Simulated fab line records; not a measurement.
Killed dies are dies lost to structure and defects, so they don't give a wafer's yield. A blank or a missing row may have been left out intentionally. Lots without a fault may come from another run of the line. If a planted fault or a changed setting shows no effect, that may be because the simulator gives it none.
fab line records ; flow nand-harc
record: lots: 6; wafers: 16; last-day: 33
route steps=1302 shown A_DECK1_JOINT@530 END@1302
lots that met no fault: taken from a fault-free run of the same line
start-h: hours from the record's first day to the start of the lot's first wafer shown ; wait-h: how many hours have passed since the lot's step before this one ; " same as the row above ; L1.1+2: a row that stands for several wafers ; - no value present, or no start provided ; * or withheld: withheld ; < > ~ a bound
route shown NAME@n: names a module that has steps shown in the file, with the first one's number in the route ; usual: the fault-free wafers' mean and standard deviation ; same: alike in all rows ; chamber/n: place in a boat ; sites: the reading at each site ; _std_site: their standard deviation ; _edge_site: outer sites' mean less inner sites' ; radius-mm: for every site, how far away it sits from the centre of the wafer ; mask NAME#n: copy n ; behind: the last tool/chamber to shape the wafer ; hold: the reason the lot was held/the length of the hold in hours/how it ended ; device: transistor that didn't switch, given as n, p or np ; end of line: tests of these same wafers at the route's end ; a step with no rows: only its recipe ; killed: not the wafer's yield, but the dies lost to structure and defects at the first sort ; map: dies across one wafer; x = killed, . = not, _ = none there
set.NAME: the setting as run; set.NAME@STEP: as run at that earlier step ; model.NAME: the simulator's own value behind a step, which no gauge read
lots seen at some steps along the route; tables by step, rows by wafer
services: the hour from which a tool's chamber was out of use, counted from the record's first day as start-h (under 0 if before that day), plus the number of hours and why
== steps ==
step: NHARC_A_DECK1_JOINT_ETCHBACK_00
recipe: target-depth-a: 300; time-s: 17.4; hbr-flow-sccm: 150; rf-w: 350; icp-w: 350; bias-w: 60; chemistry: HBr
usual: bias-w: 59.99/0.17; drypump-motor-current-A: 5.7/0.47; oes-product-au: 0.997/0.0089; throttle-valve-pct: 23.266/0.01
lot.wafer;tool;chamber;start-h;wait-h;bias-w;drypump-motor-current-A;oes-product-au;rf-hours-counter-h;throttle-valve-pct
L164.4;rie-si-03;1;258.42;0.1;60.37;6.0;1.020;0.1;23.266
L164.3;rie-si-03;0;258.42;0.1;60.00;5.0;0.997;0.1;23.263
L164.6;rie-si-03;2;258.42;0.1;60.29;5.9;1.013;-;23.244
L176.3;rie-si-05;3;366.16;0.1;59.86;5.1;0.987;0.4;23.254
L176.4;rie-si-05;0;366.16;0.1;59.98;4.8;1.005;0.3;23.258
L176.6;rie-si-05;0;366.16;0.1;59.95;4.8;1.002;-;23.254
L177.2;rie-si-03;2;366.20;0.1;59.96;5.9;1.015;0.9;23.279
L182.2;rie-si-01;3;424.64;0.1;60.11;5.8;0.989;0.3;23.266
L182.3;rie-si-01;1;424.64;0.1;59.87;5.1;0.996;0.3;23.261
L182.5;rie-si-01;3;424.64;0.1;60.00;5.8;0.995;-;23.270
L183.3;rie-si-01;3;434.28;0.1;59.79;5.8;0.994;0.4;23.268
L183.1;rie-si-01;0;434.28;0.1;60.63;5.9;0.998;0.3;23.262
L183.2;rie-si-01;1;434.28;0.1;59.99;5.1;0.995;0.3;23.264
L186.3;rie-si-01;3;466.87;0.1;59.91;5.8;0.995;0.6;23.267
L186.2;rie-si-01;1;466.87;0.1;59.70;5.1;0.986;0.5;23.275
L186.5;rie-si-01;0;466.87;0.1;60.00;5.9;0.998;-;23.270
step: NHARC_A_DECK1_JOINT_PRECLEAN_30
recipe: time-s: *; temp-c: 50; bath-age-min: 0; chemistry: SC1
step: NHARC_A_DECK1_JOINT_SRD_31
step: NHARC_A_DECK1_JOINT_CVD_34
recipe: target-thk-a: 200; temp-c: 700; pressure-mtorr: 300; material: SiNx
step: NHARC_A_DECK1_JOINT_DEP_06
recipe: target-thk-a: 800; temp-c: 65; material: SiOx
step: NHARC_A_DECK1_JOINT_CURE_26
recipe: temp-c: 150; time-s: 32; pressure-atm: 0.395
step: NHARC_A_DECK1_JOINT_ANNEAL_27
recipe: temp-c: 400; time-s: 3600; idle-temp-c: 300; ramp-up-c-per-min: 10; densification-p-h2o-torr: 640
step: NHARC_A_DECK1_JOINT_ANNEAL_28
recipe: temp-c: 500; time-s: 1800; idle-temp-c: 400; ramp-up-c-per-min: 10; densification-p-h2o-torr: 640
step: NHARC_A_DECK1_JOINT_ANNEAL_29
recipe: temp-c: 750; time-s: 1800; idle-temp-c: 500; ramp-up-c-per-min: 10; ramp-down-c-per-min: 3
step: NHARC_A_DECK1_JOINT_CMP_02
recipe: material: SiOx
usual: motor-current-A: 11.8/1.1
lot.wafer;tool;chamber;start-h;wait-h;motor-current-A
L164.3;cmp-03;2;286.08;0.4;11.1
L164.4;cmp-03;3;286.08;0.4;10.8
L164.6;cmp-03;1;286.08;0.4;10.9
L177.2;cmp-01;3;391.59;0.4;13.3
L176.4;cmp-02;2;391.64;0.4;11.1
L176.3;cmp-02;3;391.64;0.4;11.2
L176.6;cmp-02;1;391.64;0.4;10.2
L182.2;cmp-01;0;454.06;0.4;13.5
L182.3;cmp-01;1;454.06;0.4;12.8
L182.5;cmp-01;3;454.06;0.4;13.3
L183.2;cmp-01;2;458.85;0.4;10.5
L183.1;cmp-01;3;458.85;0.4;13.6
L183.3;cmp-01;1;458.85;0.4;13.7
L186.3;cmp-01;0;496.85;0.4;11.3
L186.2;cmp-01;1;496.85;0.4;13.8
L186.5;cmp-01;3;496.85;0.4;13.6
step: NHARC_A_DECK1_JOINT_SRD_15
step: NHARC_A_DECK1_JOINT_DEP_16
recipe: target-thk-a: 450; temp-c: 400; pressure-torr: 6.5; rf-w: 900; teos-flow-sccm: 161.4; flow-sccm: 2650; target-thk-nm: 45; gas: O2; material: SiO2
usual: heater-power-w: 567/110; susceptor-temp-C: 399.96/0.19; throttle-valve-pct: 15.6/0.49
lot.wafer;tool;chamber;start-h;wait-h;heater-power-w;susceptor-temp-C;throttle-valve-pct
L164.3;pecvd-04;0;286.44;0.1;579;399.82;15.3
L164.4;pecvd-04;2;286.44;0.1;434;399.90;15.4
L164.6;pecvd-04;1;286.44;0.1;717;400.03;15.7
L177.2;pecvd-04;2;392.01;0.1;476;399.96;15.2
L176.3;pecvd-04;2;392.21;0.3;450;399.76;15.4
L176.4;pecvd-04;1;392.21;0.3;622;399.73;15.8
L176.6;pecvd-04;2;392.21;0.3;437;399.80;15.1
L182.2;pecvd-01;0;454.43;0.1;609;399.90;16.1
L182.3;pecvd-01;1;454.43;0.1;807;399.74;16.5
L182.5;pecvd-01;2;454.43;0.1;489;399.84;16.1
L183.2;pecvd-02;0;459.25;0.1;473;399.75;15.6
L183.1;pecvd-02;1;459.25;0.1;481;399.66;16.5
L183.3;pecvd-02;2;459.25;0.1;637;399.78;14.4
L186.2;pecvd-04;2;497.24;0.1;526;399.80;15.4
L186.3;pecvd-04;0;497.24;0.1;486;399.90;15.9
L186.5;pecvd-04;1;497.24;0.1;683;399.41;15.5
step: NHARC_A_DECK1_JOINT_THK_MEAS_17
recipe: thk-meas-gauge: ellipsometry
usual: thk-nm: 44.9/1.3
lot.wafer;tool;chamber;start-h;wait-h;hold;thk-nm
L164.3;film-metro-02;-;286.70;0.2;-;44.6
L164.4;film-metro-02;-;286.70;0.2;-;45.0
L164.6;film-metro-02;-;286.70;0.2;-;44.7
L177.2;film-metro-01;-;392.26;0.2;-;49.6
L176.3;film-metro-01;-;392.43;0.2;await-dispo/0.2h/release;49.5
L176.4;film-metro-01;-;392.43;0.2;await-dispo/0.2h/release;45.7
L176.6;film-metro-01;-;392.43;0.2;await-dispo/0.2h/release;51.6
L176.3;film-metro-01;-;392.61;0.2;-;50.8
L176.4;film-metro-01;-;392.61;0.2;-;46.9
L176.6;film-metro-01;-;392.61;0.2;-;49.1
L182.2;film-metro-01;-;454.68;0.2;-;45.3
L182.3;film-metro-01;-;454.68;0.2;-;43.7
L182.5;film-metro-01;-;454.68;0.2;-;45.7
L183.1;film-metro-01;-;459.53;0.2;-;45.4
L183.2;film-metro-01;-;459.53;0.2;-;46.3
L183.3;film-metro-01;-;459.53;0.2;-;44.9
L186.2;film-metro-01;-;497.49;0.2;-;45.8
L186.3;film-metro-01;-;497.49;0.2;-;43.2
L186.5;film-metro-01;-;497.49;0.2;-;45.3
step: NHARC_A_DECK1_JOINT_INSPECT_05
usual: raw-defect-count: 300/110
lot.wafer;tool;chamber;start-h;wait-h;hold;raw-defect-count
L164.3;defect-inspect-01;-;286.73;0.0;-;238
L164.4;defect-inspect-01;-;286.73;0.0;-;326
L164.6;defect-inspect-01;-;286.73;0.0;-;282
L177.2;defect-inspect-01;-;392.30;0.0;-;285
L176.3;defect-inspect-01;-;398.77;6.2;await-dispo/6.1h/release;254
L176.4;defect-inspect-01;-;398.77;6.2;await-dispo/6.1h/release;240
L176.6;defect-inspect-01;-;398.77;6.2;await-dispo/6.1h/release;319
L182.2;defect-inspect-01;-;454.71;0.0;-;283
L182.3;defect-inspect-01;-;454.71;0.0;-;191
L182.5;defect-inspect-01;-;454.71;0.0;-;297
L183.1;defect-inspect-01;-;459.57;0.0;-;540
L183.2;defect-inspect-01;-;459.57;0.0;-;349
L183.3;defect-inspect-01;-;459.57;0.0;-;289
L186.2;defect-inspect-02;-;497.53;0.0;-;222
L186.3;defect-inspect-02;-;497.53;0.0;-;291
L186.5;defect-inspect-02;-;497.53;0.0;-;374
step: NHARC_END_SORT_01
recipe: temp-c: 25
usual: killed-at-array: 57/20; killed-at-other: 1.3/1.4; killed-at-periphery: 3.4/2.4; killed-dies: 61/19; killed-open: 2.9/1.8; killed-short: 2.5/1.6
same: gross-dies: 677
lot.wafer;tool;chamber;start-h;wait-h;killed-at-array;killed-at-other;killed-at-periphery;killed-dies;killed-open;killed-short
L183.1;prober-01;0;770.57;2.5;70;1;3;74;3;5
L183.2;prober-01;0;771.36;2.8;62;2;1;65;4;4
L183.3;prober-01;0;772.14;3.1;64;0;1;65;3;2
killed by level:class
L183.1 A_SLIT:chamber-film-flake=26 A_CHANNEL_HOLE_D2:chamber-film-flake=19 A_CHANNEL_HOLE_D1:chamber-film-flake=7 A_CONTACT:chamber-film-flake=7 A_DECK1_JOINT:geometric-particle:short=2 A_CHANNEL_FILL_D2:chamber-film-flake=2 P_M0:geometric-particle:short=1 P_M2:geometric-particle:open=1
L183.2 A_SLIT:chamber-film-flake=29 A_CHANNEL_HOLE_D2:chamber-film-flake=11 A_STAIRCASE:chamber-film-flake=4 A_CHANNEL_FILL_D2:chamber-film-flake=3 A_CONTACT:chamber-film-flake=3 A_ONON_D1:geometric-particle:open=2 HYBRID_BOND:chamber-film-flake=2 A_CHANNEL_HOLE_D1:chamber-film-flake=2
L183.3 A_SLIT:chamber-film-flake=21 A_CHANNEL_HOLE_D2:chamber-film-flake=17 A_CHANNEL_HOLE_D1:chamber-film-flake=11 A_CHANNEL_FILL_D2:chamber-film-flake=4 A_CONTACT:chamber-film-flake=3 A_ONON_D1:geometric-particle:short=1 A_CHANNEL_FILL_D2:geometric-particle:open=1 A_WL_FILL:geometric-particle:short=1
== services ==
tool;chamber;start-h;hours;kind
cmp-03;-;243.01;0.5;repair
cmp-01;-;259.08;37.0;repair
pecvd-04;-;269.00;13.0;pm
rie-si-01;3;285.16;17.2;repair
pecvd-04;-;292.01;1.3;repair
rie-si-03;1;321.50;9.0;repair
pecvd-04;-;332.01;2.2;repair
cmp-01;-;335.77;2.6;repair
rie-si-03;3;348.79;2.1;repair
cmp-01;-;348.79;0.3;repair
rie-si-01;-;370.00;9.0;pm
pecvd-04;0;377.92;6.2;repair
rie-si-01;1;383.32;3.8;repair
cmp-01;-;394.08;4.0;pm
rie-si-03;-;398.00;9.0;pm
rie-si-01;0;411.73;7.7;repair
rie-si-03;0;414.92;11.0;repair
rie-si-03;1;423.12;3.3;repair
cmp-01;-;447.86;3.7;repair
pecvd-04;-;450.05;13.0;pm
cmp-01;-;460.94;0.7;repair
cmp-01;-;468.05;0.8;repair
rie-si-01;1;487.78;4.3;repair
cmp-01;-;492.08;4.0;pm
== key ==
first-sign: step: NHARC_A_DECK1_JOINT_THK_MEAS_17; reading: visit; direction: added
effect: step: NHARC_A_DECK1_JOINT_THK_MEAS_17; reading: thk-nm; direction: up; sigmas: 3.4; usual: 44.9; struck: 49.1; wafers-moved: 3
met-at NHARC_A_DECK1_JOINT_DEP_16
struck-wafers L176.3,L176.4,L176.6,L177.2
tester-left-out L176,L177
onset-between 286.44 392.01
fault: kind: process-parameter-drift; tool: pecvd-04; chamber: 2; onset-h: 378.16; steps: NHARC_A_DECK1_JOINT_DEP_16; channel: target-thk-nm; offset: 5.3772; shape: step; end-h: 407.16; acts-in: these-recipes-only; stated: 45
tester-left-out: of these lots the tester's yield and bins aren't shown, on N5 and GAA mostly nor the transistor test; their killed dies are dies lost to structure and defects alone, not to doping, threshold or leakage, so they don't give the yield
